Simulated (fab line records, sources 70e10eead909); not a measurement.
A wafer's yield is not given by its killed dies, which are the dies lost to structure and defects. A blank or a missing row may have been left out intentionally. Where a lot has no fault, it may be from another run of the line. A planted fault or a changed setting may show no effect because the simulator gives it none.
Chamber matching -- flow nandHarc -- pecvd-02 running NHARC_A_CONTACT_DEP_58: 3 sister chambers
The step deposits SiON, target thk 90 nm. 14 wafers are shown with their chamber, then 7 later ones without.

== WAFERS PAIRED WITH THEIR CHAMBERS ==
wafer,chamber,heaterPowerW (W)
L074.1,1,711
L074.5,0,800
L074.6,2,689
L075.3,1,781
L075.4,1,789
L075.6,0,804
L077.3,1,788
L077.4,0,843
L077.6,2,692
L086.4,1,683
L086.5,0,870
L086.6,2,645
L092.3,2,600
L092.4,2,605

SIGNATURES (averages over the wafers above)
reading,chamber 0,chamber 1,chamber 2,scatter within a chamber
heaterPowerW,829.25,750.40,646.20,43.7
Rule: for each reading, subtract the chamber's mean from the wafer's reading, divide by that reading's scatter and square the result; add these up over the readings and take the root, which gives the wafer's distance from the chamber. If the next closest chamber is less than 2 further off than the closest, the wafer can't be placed; otherwise it belongs to the closest. The scatter: take each reading less its chamber's mean, square it, sum over the shown wafers, divide by the number of wafers less the number of chambers, and take the root.

== WAFERS MISSING THEIR CHAMBER ==
wafer,heaterPowerW (W)
L092.6,871
L093.3,705
L093.4,612
L093.5,712
L096.2,689
L096.3,810
L096.5,657

== WHICH CHAMBER EACH WENT THROUGH ==
wafer,from the rows above,in truth
L092.6,can't be placed: 0 or 1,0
L093.3,can't be placed: 1 or 2 or 0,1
L093.4,2,2
L093.5,can't be placed: 1 or 2 or 0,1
L096.2,can't be placed: 2 or 1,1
L096.3,can't be placed: 0 or 1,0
L096.5,can't be placed: 2 or 1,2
Correctly placed: 1 of 7. Unplaceable from these rows: 6, with the true chamber sitting among the candidates in 6. Wrongly placed: 0.
